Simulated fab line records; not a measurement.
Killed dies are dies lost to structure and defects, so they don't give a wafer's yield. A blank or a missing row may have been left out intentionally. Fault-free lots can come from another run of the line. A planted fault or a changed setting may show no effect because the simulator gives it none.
Chamber matching    flow nandHarc    rieDiel-13 running NHARC_A_STAIRCASE_TRIM_187: 4 sister chambers
The step chemistry O2, time 211.2 s. 4 wafers are shown with their chamber, then 9 later ones without.

## EACH WAFER AND ITS CHAMBER
wafer   chamber  drypumpMotorCurrentA (A)
L086.1  0        5.1
L087.1  1        6.7
L087.2  2        6.0
L087.3  3        5.8

## WAFERS WITH NO CHAMBER GIVEN
wafer   drypumpMotorCurrentA (A)
L092.1  5.8
L092.2  6.7
L092.5  6.7
L095.1  6.0
L095.3  5.1
L095.4  5.9
L096.1  6.6
L096.4  6.6
L096.6  5.1

## CHAMBER TAKEN BY EACH
wafer   from the rows above      in truth
L092.1  3                        3
L092.2  1                        1
L092.5  1                        1
L095.1  2                        2
L095.3  0                        0
L095.4  can't be placed: 2 or 3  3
L096.1  1                        1
L096.4  1                        1
L096.6  0                        0
8 of 9 placed correctly. These rows do not allow placing 1 (true chamber among the candidates in 1). Number placed wrongly: 0.
How it was worked out, from the rows above alone: a wafer's distance from a chamber is the root of the sum, over the readings, of the square of ((its reading less the chamber's mean) divided by the reading's scatter). If the next closest chamber is less than 2 further off than the closest, the wafer can't be placed; otherwise it belongs to the closest. A chamber's mean is the mean of its shown wafers. The scatter: with one shown wafer a chamber, the root of the mean of the squares of how far each hidden wafer lies from its nearest shown one.
